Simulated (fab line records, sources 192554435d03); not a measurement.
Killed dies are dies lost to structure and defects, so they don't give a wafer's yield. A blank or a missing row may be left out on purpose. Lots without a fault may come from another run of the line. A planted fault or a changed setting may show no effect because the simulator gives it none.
fab line records | flow n5_finfet
record lots=10 wafers=30 last_day=17
route steps=1938 shown ZERO_LAYER@13 WELL_APT@40 PMOS_HMC_CHANNEL_EPI@57 BEOL_M4@1111 PASSIVATION@1936
lots that met no fault: from a run of the same line without faults
start_h: hours from the record's first day to the start of the lot's first wafer shown | wait_h: hours since the lot's step before | " the same as in the row above | L1.1+2: a row that stands for several wafers | - no value, or no start given | * or withheld: withheld | < > ~ a bound
route shown NAME@n: a module of which the file shows steps, and the number in the route of the first | usual: mean/standard deviation of fault-free wafers | same: alike in all rows | chamber/n: place in a boat | sites: the reading at each site | _std_site: their standard deviation | _edge_site: outer sites' mean less inner sites' | radius_mm: how far each site lies from the wafer's centre | mask NAME#n: copy n | behind: the tool/chamber that last shaped the wafer | hold: why the lot was held/for how many hours/how that ended | device: the transistor (n, p or np) that didn't switch | end of line: the same wafers' tests at the end of the route | a step without rows: its recipe alone | killed: dies lost to structure and defects at the first sort, not the wafer's yield | map: a wafer's dies, x killed, . not, _ none there
set.NAME: the setting as run; set.NAME@STEP: as run at that earlier step | model.NAME: the simulator's own value behind a step, which no gauge read
steps of the route over a sample of lots; a table a step, a row a wafer
services: from which hour (start_h, from the record's first day; less than 0 if before it) a tool's chamber was out of use, for how many hours, and why
## steps
# step N5_ZERO_LAYER_CD_MEAS_11
# recipe target_cd_nm=2000 landing_energy_ev=500 detector=se_inlens
# usual cd_nm=1999.6/1.8
# columns lot.wafer tool chamber start_h wait_h cd_nm
L785.3 cd_sem-03 0 30.77 - 1999.1
L785.4 " 0 " " 2000.5
L785.5 " 0 " " 1997.3
L786.3 cd_sem-03 0 36.64 - 2000.3
L786.4 " 0 " " 2001.7
L786.5 " 0 " " 1999.1
L789.2 cd_sem-02 0 54.79 - 1998.3
L789.4 " 0 " " 1998.4
L789.6 " 0 " " 1998.6
L790.1 cd_sem-03 0 60.77 - 2000.5
L790.4 " 0 " " 1998.5
L790.6 " 0 " " 2002.1
L794.4 cd_sem-02 0 84.65 - 2000.7
L794.5 " 0 " " 1998.5
L794.6 " 0 " " 1998.9
L796.1 cd_sem-03 0 96.83 - 1997.5
L796.2 " 0 " " 1997.4
L796.6 " 0 " " 2000.4
L799.1 cd_sem-03 0 114.83 - 2000.9
L799.5 " 0 " " 2000.8
L799.6 " 0 " " 2000.9
L800.1 cd_sem-02 0 120.95 - 2000.0
L800.3 " 0 " " 1995.9
L800.6 " 0 " " 1995.8
L803.3 cd_sem-03 0 138.65 - 1999.3
L803.5 " 0 " " 2001.1
L803.6 " 0 " " 1999.8
L804.1 cd_sem-02 0 144.77 - 2000.3
L804.3 " 0 " " 1998.0
L804.5 " 0 " " 1999.7
# step N5_WELL_APT_PEB_23
# recipe peb_temp_c=130 peb_time_s=90
# usual exhaust_pa=45.1/0.98 heater_power_total_W=172.5/0.73 plate_temp_C=130.02/0.13
# columns lot.wafer tool chamber start_h wait_h exhaust_pa heater_power_total_W plate_temp_C
L785.3 litho_track-03 0 33.58 0.0 44.0 171.6 130.13
L785.4 " 0 " " 45.0 170.9 129.95
L785.5 " 0 " " 45.8 171.8 130.07
L786.3 litho_track-01 0 38.91 0.0 43.6 172.0 130.22
L786.4 " 0 " " 44.7 171.8 129.99
L786.5 " 0 " " 44.1 173.6 129.96
L789.2 litho_track-03 0 57.06 0.0 45.8 172.4 130.07
L789.4 " 0 " " 45.6 170.9 129.94
L789.6 " 0 " " 44.4 172.6 129.95
L790.1 litho_track-03 0 63.15 0.1 44.2 179.9 134.26
L790.4 " 0 " " 45.4 180.8 134.27
L790.6 " 0 " " 44.5 181.8 134.39
L794.4 litho_track-03 0 86.63 0.0 46.6 180.2 134.26
L794.5 " 0 " " 46.8 179.8 134.38
L794.6 " 0 " " 46.0 180.7 134.28
L796.1 litho_track-04 0 99.85 0.1 45.4 173.4 129.89
L796.2 " 0 " " 46.6 172.1 130.16
L796.6 " 0 " " 46.6 173.1 129.97
L799.1 litho_track-04 0 117.04 0.1 44.5 173.1 129.88
L799.5 " 0 " " 46.3 173.6 129.97
L799.6 " 0 " " 45.9 173.5 130.17
L800.1 litho_track-04 0 123.52 0.1 45.3 173.6 129.83
L800.3 " 0 " " 45.1 172.7 129.96
L800.6 " 0 " " 45.5 172.2 130.15
L803.3 litho_track-04 0 141.81 0.0 44.5 172.6 130.02
L803.5 " 0 " " 43.8 172.7 130.09
L803.6 " 0 " " 45.0 171.5 129.90
L804.1 litho_track-04 0 147.34 0.1 46.3 172.2 130.06
L804.3 " 0 " " 45.6 173.8 130.26
L804.5 " 0 " " 45.0 171.4 130.31
# step N5_WELL_APT_CD_MEAS_25
# recipe target_cd_nm=200 landing_energy_ev=500 detector=se_inlens
# usual cd_nm=200.1/2.3
# columns lot.wafer tool chamber start_h wait_h cd_nm
L785.3 cd_sem-03 0 33.70 - 198.3
L785.4 " 0 " " 200.5
L785.5 " 0 " " 200.3
L786.3 cd_sem-01 0 39.03 - 206.7
L786.4 " 0 " " 203.1
L786.5 " 0 " " 200.6
L789.2 cd_sem-01 0 57.18 - 199.0
L789.4 " 0 " " 200.7
L789.6 " 0 " " 199.1
L790.1 cd_sem-03 0 63.26 - 218.8
L790.4 " 0 " " 219.0
L790.6 " 0 " " 217.7
L794.4 cd_sem-02 0 86.74 - 217.0
L794.5 " 0 " " 219.9
L794.6 " 0 " " 217.9
L796.1 cd_sem-01 0 99.97 - 198.9
L796.2 " 0 " " 196.2
L796.6 " 0 " " 196.7
L799.1 cd_sem-02 0 117.15 - 196.6
L799.5 " 0 " " 200.1
L799.6 " 0 " " 200.5
L800.1 cd_sem-01 0 123.63 - 197.4
L800.3 " 0 " " 199.5
L800.6 " 0 " " 199.0
L803.3 cd_sem-01 0 141.93 - 199.5
L803.5 " 0 " " 197.5
L803.6 " 0 " " 198.3
L804.1 cd_sem-01 0 147.45 - 203.8
L804.3 " 0 " " 200.7
L804.5 " 0 " " 199.1
# step N5_PMOS_HMC_CHANNEL_EPI_HM_DEP_34
# recipe material=SiO2 target_thk_a=360 temp_c=400 precursor=TEOS/O2 pressure_torr=6.5 rf_w=900 teos_flow_sccm=161.4 gas=O2 flow_sccm=2650 time_s=6.9
# usual heater_power_w=581/100 showerhead_plenum_p_Torr=8.36/0.047 throttle_valve_pct=18.5/0.82
# same time_s=6.9
# columns lot.wafer tool chamber start_h wait_h heater_power_w showerhead_plenum_p_Torr throttle_valve_pct
L785.3 pecvd-04 0 35.64 0.0 505 8.39 17.9
L785.4 " 1 " " 529 8.33 18.3
L785.5 " 1 " " 540 8.35 18.7
L786.3 pecvd-01 0 41.10 0.0 522 8.44 18.5
L786.4 " 2 " " 835 8.36 19.7
L786.5 " 0 " " 510 8.45 18.5
L790.1 pecvd-01 0 73.81 0.0 571 8.43 18.7
L790.4 " 2 " " 864 8.34 19.6
L790.6 " 1 " " 649 8.43 18.4
L789.2 pecvd-02 0 73.95 0.0 642 8.40 18.3
L789.4 " 2 " " 555 8.36 17.5
L789.6 " 1 " " 647 8.28 20.3
L794.4 pecvd-04 1 89.15 0.0 494 8.33 18.3
L794.5 " 2 " " 572 8.41 18.1
L794.6 " 0 " " 459 8.37 18.1
L796.1 pecvd-02 0 102.24 0.0 615 8.41 18.0
L796.2 " 2 " " 652 8.37 17.1
L796.6 " 0 " " 641 8.38 18.2
L799.1 pecvd-02 2 119.13 0.0 665 8.37 17.4
L799.5 " 2 " " 667 8.34 17.4
L799.6 " 0 " " 574 8.42 18.3
L800.1 pecvd-04 0 125.78 0.0 450 8.33 18.3
L800.3 " 1 " " 562 8.33 18.4
L800.6 " 0 " " 445 8.36 18.1
L803.3 pecvd-04 2 145.07 0.0 580 8.39 18.2
L803.5 " 1 " " 511 8.34 18.4
L803.6 " 2 " " 563 8.37 18.3
L804.1 pecvd-04 1 149.78 0.0 516 8.30 18.5
L804.3 " 2 " " 570 8.38 18.3
L804.5 " 1 " " 523 8.34 18.6
# step N5_PMOS_HMC_CHANNEL_EPI_OVL_MEAS_10
# recipe points_per_wafer=44
# usual PMOS_HMC_BLK_OVL=-0.1/0.81
# columns lot.wafer tool chamber start_h wait_h PMOS_HMC_BLK_OVL[nm]
L785.3 overlay-02 0 36.07 0.0 -0.2
L785.4 " 0 " " -0.1
L785.5 " 0 " " -1.0
L786.3 overlay-02 0 41.53 0.0 -0.5
L786.4 " 0 " " -2.5
L786.5 " 0 " " -0.5
L790.1 overlay-01 0 74.12 0.0 -0.9
L790.4 " 0 " " -1.3
L790.6 " 0 " " -1.6
L789.2 overlay-01 0 74.38 0.0 -0.3
L789.4 " 0 " " -0.2
L789.6 " 0 " " -0.7
L794.4 overlay-01 0 89.58 0.0 1.0
L794.5 " 0 " " -0.2
L794.6 " 0 " " 1.0
L796.1 overlay-01 0 102.68 0.0 -0.2
L796.2 " 0 " " -0.2
L796.6 " 0 " " -0.1
L799.1 overlay-01 0 119.57 0.0 0.0
L799.5 " 0 " " 1.1
L799.6 " 0 " " 0.6
L800.1 overlay-01 0 126.21 0.0 -0.3
L800.3 " 0 " " 0.2
L800.6 " 0 " " -0.4
L803.3 overlay-02 0 145.38 0.0 0.0
L803.5 " 0 " " 0.9
L803.6 " 0 " " -0.6
L804.1 overlay-02 0 150.21 0.0 -0.1
L804.3 " 0 " " -0.1
L804.5 " 0 " " 0.6
# step N5_BEOL_M4_RC_MEAS_101
# usual DIBL_N=36.1/1.6 DIBL_P=36.6/1.9 IOFF_N=0.160/0.026 IOFF_P=0.210/0.028 ION_N=677/10 ION_P=464/6.9 SS_N=71.4/0.56 SS_P=73.3/0.61 VT_N=249.1/2.6 VT_P=-250/3.3
# columns lot.wafer tool chamber start_h wait_h DIBL_N[mV/V] DIBL_P[mV/V] IOFF_N[nA/um] IOFF_P[nA/um] ION_N[uA/um] ION_P[uA/um] SS_N[mV/dec] SS_P[mV/dec] VT_N[mV] VT_P[mV]
L785.3 prober-02 0 200.77 0.3 34.4 35.0 0.161 0.204 690 473 71.0 72.9 247.3 -247
L785.4 " 0 " " 36.9 36.6 0.190 0.235 685 468 71.5 72.9 247.2 -249
L785.5 " 0 " " 34.8 35.4 0.161 0.207 683 470 71.2 72.8 247.0 -248
L786.3 prober-02 0 207.55 0.3 35.6 36.2 0.157 0.204 668 458 71.2 73.5 250.6 -252
L786.4 " 0 " " 34.9 35.3 0.144 0.190 678 466 70.7 73.0 251.0 -250
L786.5 " 0 " " 33.4 33.9 0.128 0.175 662 460 71.4 72.2 250.9 -254
L789.2 prober-02 0 231.25 0.5 36.6 36.8 0.179 0.247 688 478 71.8 73.4 246.2 -246
L789.4 " 0 " " 36.2 37.2 0.175 0.250 684 467 71.8 74.1 246.8 -247
L789.6 " 0 " " 36.5 36.4 0.178 0.242 692 470 71.5 73.8 245.6 -246
L790.1 prober-01 0 248.10 0.0 33.8 35.6 0.144 0.198 680 462 70.4 72.0 250.6 -247
L790.4 " 0 " " 36.5 38.3 0.198 0.240 682 465 71.9 73.4 247.1 -248
L790.6 " 0 " " 33.9 35.4 0.141 0.193 673 463 71.2 72.9 251.9 -249
L794.4 prober-02 0 258.82 0.5 37.9 37.7 0.183 0.200 669 446 72.2 74.2 247.5 -254
L794.5 " 0 " " 38.8 39.6 0.205 0.236 692 464 71.5 74.3 244.7 -250
L794.6 " 0 " " 35.5 34.0 0.139 0.154 666 448 70.5 72.4 249.5 -258
L796.1 prober-02 0 262.48 0.0 37.6 37.1 0.191 0.259 674 469 71.7 73.2 246.3 -245
L796.2 " 0 " " 37.8 37.5 0.195 0.257 674 465 70.7 73.8 244.4 -245
L796.6 " 0 " " 37.4 38.6 0.199 0.282 681 483 71.6 73.4 243.6 -244
L799.1 prober-01 0 284.15 0.0 37.3 38.8 0.190 0.216 691 462 72.7 73.5 250.1 -250
L799.5 " 0 " " 38.5 41.1 0.215 0.266 694 470 72.8 73.8 246.7 -249
L799.6 " 0 " " 37.3 39.1 0.184 0.224 680 460 72.4 72.9 249.1 -251
L800.1 prober-01 0 288.51 0.0 34.1 34.9 0.142 0.167 681 456 71.6 73.3 250.8 -255
L800.3 " 0 " " 37.0 38.8 0.183 0.216 687 460 72.4 74.0 250.0 -251
L800.6 " 0 " " 34.3 35.9 0.139 0.183 666 457 71.3 73.6 252.7 -254
L804.1 prober-02 0 295.72 0.0 35.4 33.3 0.125 0.197 661 459 71.2 73.2 252.5 -250
L804.3 " 0 " " 34.4 33.6 0.127 0.199 671 469 70.7 73.0 251.0 -249
L804.5 " 0 " " 36.7 35.4 0.148 0.233 662 463 71.7 73.4 249.6 -249
L803.3 prober-02 0 311.66 0.3 37.6 38.1 0.174 0.210 688 464 71.7 73.8 248.4 -252
L803.5 " 0 " " 35.0 36.6 0.144 0.189 675 459 71.2 72.9 250.1 -255
L803.6 " 0 " " 35.9 36.8 0.145 0.185 672 452 71.4 73.8 251.0 -253
# step N5_PASSIVATION_PROBE_49
# usual defect_limited_yield=91.3/1.5 killed_at_M0_to_M3=34/10 killed_at_M4_up=13/4.9 killed_at_contacts=13/6.1 killed_at_front_end=39/13 killed_at_other=4.1/2.7 killed_dies=103/18 killed_open=68/13 killed_short=32/7.6 sort_bin_5_function=5.2/1 sort_bin_6_memory=3.2/0.75 sort_n_pass=1077/18 sort_yield_pct=91.3/1.5
# same gross_dies=1180 killed_at_back_side=0 sort_bin_4_leakage[%]=0 sort_bin_8_speed[%]=0
# columns lot.wafer tool chamber start_h wait_h defect_limited_yield[%] killed_at_M0_to_M3 killed_at_M4_up killed_at_contacts killed_at_front_end killed_at_other killed_dies killed_open killed_short sort_bin_5_function[%] sort_bin_6_memory[%] sort_n_pass sort_yield_pct[%]
L790.1 prober-01 - 353.49 0.0 92.6 31 10 8 35 3 87 50 28 4.3 2.3 1093 92.6
L790.4 prober-01 - 353.64 0.2 91.5 38 11 4 41 6 100 59 29 4.2 3.6 1080 91.5
L790.6 prober-01 - 353.74 0.3 91.2 36 7 13 44 4 104 64 30 5.4 2.4 1076 91.2
L794.4 prober-01 - 360.74 0.9 91.7 29 9 26 33 1 98 69 23 4.5 3.1 1082 91.7
L794.5 prober-01 - 360.79 0.9 88.5 49 9 36 40 2 136 93 38 6.9 4.0 1044 88.5
L794.6 prober-01 - 360.84 1.0 88.6 43 11 29 49 2 134 85 42 6.2 4.2 1046 88.6
L796.1 prober-02 - 378.56 0.0 92.0 39 6 15 31 3 94 65 28 4.7 3.1 1086 92.0
L796.2 prober-02 - 378.61 0.1 89.5 47 14 18 43 2 124 89 31 6.9 3.5 1056 89.5
L796.6 prober-02 - 378.81 0.3 89.4 55 20 4 37 9 125 81 43 5.6 4.7 1055 89.4
# killed by level:class
L790.1 MOL_CONTACT_COAG:geometric_particle:open=7 BEOL_M2:geometric_particle:open=7 BEOL_M3:geometric_particle:open=7 WELL_APT:area_peb=7 STI_FIN_REVEAL:geometric_particle:open=6 STI_FIN_REVEAL:geometric_particle:short=5 DUMMY_GATE:geometric_particle:open=5 FIN_SAQP:geometric_particle:short=4
L790.4 BEOL_M0_SAQP:geometric_particle:open=12 STI_FIN_REVEAL:geometric_particle:open=11 BEOL_M0_SAQP:geometric_particle:short=7 GATE_CUT:geometric_particle:short=5 BEOL_M2:geometric_particle:open=5 BEOL_M3:geometric_particle:open=5 WELL_APT:area_peb=5 BEOL_M1:geometric_particle:open=4
L790.6 MOL_CONTACT_COAG:geometric_particle:open=11 FIN_SAQP:geometric_particle:open=10 BEOL_M0_SAQP:geometric_particle:short=10 BEOL_M0_SAQP:geometric_particle:open=9 STI_FIN_REVEAL:geometric_particle:open=8 WELL_APT:area_peb=7 BEOL_M2:geometric_particle:open=6 DUMMY_GATE:geometric_particle:open=5
L794.4 MOL_CONTACT_COAG:geometric_particle:open=22 BEOL_M2:geometric_particle:open=10 BEOL_M3:geometric_particle:open=9 FIN_SAQP:geometric_particle:short=6 DUMMY_GATE:geometric_particle:open=6 FIN_SAQP:geometric_particle:open=4 MOL_CONTACT_COAG:geometric_particle:short=4 BEOL_M1:geometric_particle:open=4
L794.5 MOL_CONTACT_COAG:geometric_particle:open=29 FIN_SAQP:geometric_particle:open=10 BEOL_M0_SAQP:geometric_particle:short=10 STI_FIN_REVEAL:geometric_particle:open=8 BEOL_M3:geometric_particle:open=8 MOL_CONTACT_COAG:geometric_particle:short=7 BEOL_M0_SAQP:geometric_particle:open=7 FIN_SAQP:geometric_particle:short=6
L794.6 MOL_CONTACT_COAG:geometric_particle:open=22 FIN_SAQP:geometric_particle:open=17 FIN_SAQP:geometric_particle:short=12 BEOL_M3:geometric_particle:open=11 BEOL_M0_SAQP:geometric_particle:short=8 MOL_CONTACT_COAG:geometric_particle:short=7 BEOL_M0_SAQP:geometric_particle:open=7 WELL_APT:area_peb=7
L796.1 MOL_CONTACT_COAG:geometric_particle:open=13 BEOL_M0_SAQP:geometric_particle:short=9 STI_FIN_REVEAL:geometric_particle:open=8 BEOL_M3:geometric_particle:open=8 FIN_SAQP:geometric_particle:open=6 GATE_CUT:geometric_particle:short=6 BEOL_M0:geometric_particle:open=6 BEOL_M0_SAQP:geometric_particle:open=5
L796.2 MOL_CONTACT_COAG:geometric_particle:open=14 BEOL_M2:geometric_particle:open=10 BEOL_M4:geometric_particle:open=9 BEOL_M0_SAQP:geometric_particle:short=9 BEOL_M0_SAQP:geometric_particle:open=9 STI_FIN_REVEAL:geometric_particle:open=8 BEOL_M1:geometric_particle:open=8 DUMMY_GATE:geometric_particle:open=7
L796.6 BEOL_M0_SAQP:geometric_particle:short=13 BEOL_M2:geometric_particle:open=11 BEOL_M0_SAQP:geometric_particle:open=11 BEOL_M4:geometric_particle:open=11 FIN_SAQP:geometric_particle:open=10 GATE_CUT:geometric_particle:short=7 FIN_SAQP:geometric_particle:short=6 BEOL_M1:geometric_particle:open=6
## services
# columns tool chamber start_h hours kind
pecvd-01 2 10.21 2.1 scheduled_down
litho_track-03 - 16.28 - consumable_replace:filter
pecvd-04 2 21.16 - clean
pecvd-04 2 21.16 - consumable_replace:showerhead
pecvd-04 2 21.16 29.0 scheduled_down
pecvd-04 2 21.16 29.0 vent_cycle
pecvd-04 - 24.57 0.6 repair
pecvd-04 - 81.78 0.9 repair
pecvd-02 1 90.95 5.5 scheduled_down
pecvd-01 - 104.10 0.7 repair
pecvd-01 0 107.29 2.1 scheduled_down
pecvd-01 - 119.51 1.3 repair
litho_track-04 - 138.65 - consumable_replace:filter
## key
first_sign step=N5_WELL_APT_PEB_23 reading=plate_temp_C direction=up sigmas=33 usual=* struck=*
effect step=N5_WELL_APT_PEB_23 reading=heater_power_total_W direction=up sigmas=11 usual=* struck=*
effect step=N5_WELL_APT_CD_MEAS_25 reading=cd_nm direction=up sigmas=8 usual=200.1 struck=218.4 through=control_loop
met_at N5_WELL_APT_PEB_23
struck_lots L790,L794
loop_trim step=N5_WELL_APT_EXPOSE_22 setting=dose lots=L794
not_acting_at N5_ZERO_LAYER_CD_MEAS_11,N5_PMOS_HMC_CHANNEL_EPI_HM_DEP_34,N5_PMOS_HMC_CHANNEL_EPI_OVL_MEAS_10
onset_between 57.06 63.15
fault kind=process_parameter_drift tool=litho_track-03 chamber=- onset_h=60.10 steps=N5_WELL_APT_PEB_23 channel=peb_temp_c offset=* shape=step end_h=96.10 acts_in=* stated=*
# loop_trim: a control loop set the setting to another value than it would have without faults
